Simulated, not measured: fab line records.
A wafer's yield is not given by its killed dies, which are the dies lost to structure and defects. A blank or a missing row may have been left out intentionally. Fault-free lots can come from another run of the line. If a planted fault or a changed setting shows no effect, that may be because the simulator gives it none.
Chamber matching	flow nandHarc	pecvd-03 running NHARC_A_STAIRCASE_DEP_259: 3 sister chambers
The step deposits SiON, target thk 30 nm. 24 wafers are shown with their chamber, then 12 later ones without.

## WAFERS WITH THEIR CHAMBER
wafer	chamber	heaterPowerW (W)	susceptorTempC (C)
L079.1	1	664	400.04
L079.3	2	682	400.28
L079.5	1	650	400.21
L083.1	1	601	399.75
L083.3	0	746	399.95
L083.6	0	773	400.27
L082.1	1	586	400.41
L082.2	2	581	400.36
L082.4	2	606	399.94
L086.1	1	571	400.23
L086.2	0	718	400.14
L086.5	0	722	400.42
L088.2	1	596	400.23
L088.3	2	588	400.08
L088.6	1	607	400.23
L089.2	2	603	399.96
L089.4	2	620	400.29
L089.6	1	626	400.06
L090.1	1	586	400.16
L090.2	0	799	400.27
L090.3	2	645	399.79
L093.4	0	756	400.28
L093.5	2	676	399.89
L093.6	1	611	400.03

SIGNATURES (means of the wafers above)
reading	chamber 0	chamber 1	chamber 2	scatter within a chamber
heaterPowerW	752.33	609.80	625.12	33
susceptorTempC	400.2217	400.1350	400.0738	0.186
Rule: for each reading, subtract the chamber's mean from the wafer's reading, divide by that reading's scatter and square the result; add these up over the readings and take the root, which gives the wafer's distance from the chamber. The wafer belongs to the nearest chamber; if the next one is less than 2 further off, it can't be placed. The scatter: take each reading less its chamber's mean, square it, sum over the shown wafers, divide by the number of wafers less the number of chambers, and take the root.

## WAFERS WITH NO CHAMBER GIVEN
wafer	heaterPowerW (W)	susceptorTempC (C)
L094.2	653	400.05
L094.5	732	400.16
L094.6	677	399.87
L095.1	622	400.06
L095.2	683	400.03
L095.6	628	400.34
L096.1	621	399.70
L096.2	615	399.91
L096.5	614	399.65
L097.1	764	399.99
L097.3	645	400.40
L097.4	614	400.00

## WHICH CHAMBER EACH WENT THROUGH
wafer	from the rows above	in truth
L094.2	can't be placed: 2 or 1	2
L094.5	0	0
L094.6	can't be placed: 2 or 1 or 0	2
L095.1	can't be placed: 2 or 1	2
L095.2	can't be placed: 2 or 1 or 0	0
L095.6	can't be placed: 1 or 2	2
L096.1	can't be placed: 2 or 1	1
L096.2	can't be placed: 2 or 1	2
L096.5	can't be placed: 2 or 1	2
L097.1	0	0
L097.3	can't be placed: 1 or 2 or 0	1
L097.4	can't be placed: 2 or 1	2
Placed correctly: 2 of 12. From these rows, 10 cannot be placed; in 10 the true chamber is one of the candidates. 0 placed wrongly.
